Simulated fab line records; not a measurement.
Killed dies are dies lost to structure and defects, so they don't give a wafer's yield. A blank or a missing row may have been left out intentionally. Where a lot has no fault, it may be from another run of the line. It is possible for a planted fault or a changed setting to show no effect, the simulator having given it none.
Split-lot experiment | flow n5Finfet | on a route of 1938 steps: 7 lots, 21 wafers read

== ON THE SPLIT ==
At N5_BEOL_M4_ILD_DEP_00 (deposits SiOC from DEMS/O2, target thk 79 nm, time 15.3 s), the setting timeS was moved away from the recipe's 15.3 s on 9 of the 21 wafers read, by -14.4% to +9.9%. All remaining wafers had this setting at the recipe value.

Split to reading: the file shows no intervening step.

== THE READING ==
M4_ILD_THK, in nm, at N5_BEOL_M4_THK_MEAS_01. A value of 79.3 nm with a standard deviation of 0.93 nm is what fault-free wafers of this fab line usually give.

wafer  | tool, chamber at the split | timeS as run, s | against the recipe | M4_ILD_THK, nm | against lot-mates on the recipe
L076.1 | pecvd-01, 2                | 16.22           | +6.0%              | 81.9           | +4.3
L076.2 | pecvd-01, 1                | 16.22           | +6.0%              | 83.5           | +5.9
L076.3 | pecvd-01, 0                | 15.3            | recipe             | 77.6           | -
L078.4 | pecvd-01, 2                | 15.3            | recipe             | 79.0           | -
L078.5 | pecvd-01, 1                | 13.17           | -13.9%             | 68.1           | -10.9
L078.6 | pecvd-01, 0                | 13.17           | -13.9%             | 68.0           | -11.0
L082.3 | pecvd-01, 1                | 13.68           | -10.6%             | 69.9           | -8.6
L082.5 | pecvd-01, 0                | 15.3            | recipe             | 78.0           | -
L082.6 | pecvd-01, 2                | 15.3            | recipe             | 79.0           | -
L085.2 | pecvd-02, 0                | 16.81           | +9.9%              | 87.7           | +6.8
L085.3 | pecvd-02, 2                | 16.81           | +9.9%              | 87.3           | +6.4
L085.4 | pecvd-02, 2                | 15.3            | recipe             | 80.9           | -
L086.2 | pecvd-04, 0                | 15.3            | recipe             | 79.1           | -
L086.5 | pecvd-04, 2                | 13.09           | -14.4%             | 68.7           | -10.8
L086.6 | pecvd-04, 0                | 15.3            | recipe             | 79.9           | -
L089.1 | pecvd-01, 0                | 15.3            | recipe             | 77.6           | -
L089.2 | pecvd-01, 1,0              | 15.3            | recipe             | 79.8           | -
L089.4 | pecvd-01, 1,0              | 15.3            | recipe             | 79.7           | -
L091.1 | pecvd-02, 2                | 15.3            | recipe             | 78.2           | -
L091.3 | pecvd-02, 2                | 14.66           | -4.2%              | 75.9           | -2.9
L091.4 | pecvd-02, 0                | 15.3            | recipe             | 79.5           | -
If several chambers appear in one row, that row covers several wafers at once and the file leaves open which wafer was in which chamber.

FIT RESULTS
A straight line over all 21 wafers: M4_ILD_THK changes by +0.781 nm for each +1% of timeS; r = +0.99; the points scatter about the line by 0.96 nm.
The same after taking each lot's own level away (the mean of its wafers on the recipe; 21 wafers): +0.759 nm for each +1%; r = +0.99; scatter 0.68 nm.
On that fit, the largest move of timeS shifts the reading by 11 nm.
Measured against the standard deviation above, the lots' own levels, which go from 77.60 to 80.90 nm, span 3.5 times it.
The two slopes are in agreement: the lot-to-lot level therefore moves the slope only a little.
Check: with one of the wafers moved furthest among these (-14.4%) left out of the fit, the line predicts -11.1 nm for it against its lot-mates. It came out at -10.8 nm against them.

== FURTHER SPLITS ON THESE WAFERS ==
These wafers also went through other splits before the reading. Each is held against what the fit with the lots' levels taken away leaves over:
other split on the same wafers              | wafers away from the commonest value | r with M4_ILD_THK (lot level and that fit taken away)
N5_MOL_CONTACT_COAG_ETCH_105 biasW          | 9                                    | -0.08
N5_MOL_CONTACT_COAG_CONTACT_ETCH_14 sourceW | 11                                   | +0.10
N5_BEOL_M0_SAQP_ALD_48 aldCycles            | 8                                    | -0.10
N5_BEOL_M0_CUTY_COAT_50 spinRpm             | 10                                   | -0.16
N5_BEOL_M1_COAT_05 spinRpm                  | 9                                    | -0.11
N5_BEOL_M2_PECVD_72 tempC                   | 5                                    | -0.02
N5_BEOL_M2_EXPOSE_08 doseMj                 | 4                                    | -0.03

== THE WHOLE CHAIN: every reading that the file lists as answering this split, in the file's order ==
step                   | what it does                                              | reading                                                                           | change (the file's fit)               | r (the file's)
N5_BEOL_M4_ILD_DEP_00  | deposits SiOC from DEMS/O2, target thk 79 nm, time 15.3 s | SiOC_of_BEOL_M4_ILD_DEP_00.thkNm (the simulator's own value, which no gauge read) | +0.763 nm for each +1% of the setting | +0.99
N5_BEOL_M4_THK_MEAS_01 |                                                           | M4_ILD_THK                                                                        | +0.762 for each +1% of the setting    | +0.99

== FILE'S OWN FIT ==
M4_ILD_THK changes by +0.762 nm for each +1% of timeS, r = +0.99.
